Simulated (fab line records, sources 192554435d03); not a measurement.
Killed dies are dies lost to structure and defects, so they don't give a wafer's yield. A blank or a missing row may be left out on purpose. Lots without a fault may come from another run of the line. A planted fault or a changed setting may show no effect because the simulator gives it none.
Chamber matching | flow n5_finfet | N5_FIN_SAQP_STRIP_77 on rie_diel-02: 4 sister chambers
The step strips in N2/H2, time 90 s. 8 wafers are shown with their chamber, then 12 later ones without.

WAFERS WITH THEIR CHAMBER
wafer  | chamber | showerhead_plenum_p_Torr (Torr) | drypump_motor_current_A (A)
L087.2 | 2       | 3.45                            | 5.6
L088.4 | 3       | 3.42                            | 5.8
L090.3 | 0       | 3.41                            | 5.5
L090.6 | 3       | 3.41                            | 5.9
L091.5 | 1       | 3.22                            | 4.9
L092.4 | 0       | 3.41                            | 5.5
L092.5 | 2       | 3.45                            | 5.7
L092.6 | 1       | 3.22                            | 4.8

WAFERS WITHOUT THEIR CHAMBER
wafer  | showerhead_plenum_p_Torr (Torr) | drypump_motor_current_A (A)
L093.2 | 3.45                            | 5.6
L093.3 | 3.41                            | 5.8
L093.4 | 3.22                            | 4.8
L094.1 | 3.40                            | 5.6
L094.4 | 3.45                            | 5.6
L094.5 | 3.40                            | 5.5
L095.2 | 3.40                            | 5.5
L095.4 | 3.40                            | 5.5
L095.6 | 3.21                            | 4.9
L096.1 | 3.45                            | 5.7
L096.5 | 3.21                            | 4.8
L096.6 | 3.40                            | 5.5

WHICH CHAMBER EACH WENT THROUGH
wafer  | from the rows above | in truth
L093.2 | 2                   | 2
L093.3 | 3                   | 3
L093.4 | 1                   | 1
L094.1 | 0                   | 0
L094.4 | 2                   | 2
L094.5 | 0                   | 0
L095.2 | 0                   | 0
L095.4 | 0                   | 0
L095.6 | 1                   | 1
L096.1 | 2                   | 2
L096.5 | 1                   | 1
L096.6 | 0                   | 0
Placed correctly: 12 of 12. Can't be placed from these rows: 0. Placed wrongly: 0.
How it was worked out, from the rows above alone: a wafer's distance from a chamber is the root of the sum, over the readings, of the square of ((its reading less the chamber's mean) divided by the reading's scatter). The wafer belongs to the nearest chamber; if the next one is less than 2 further off, it can't be placed. A chamber's mean is the mean of its shown wafers. The scatter: the root of (the sum of the squares of (reading less its chamber's mean) over the shown wafers, divided by (wafers less chambers)).
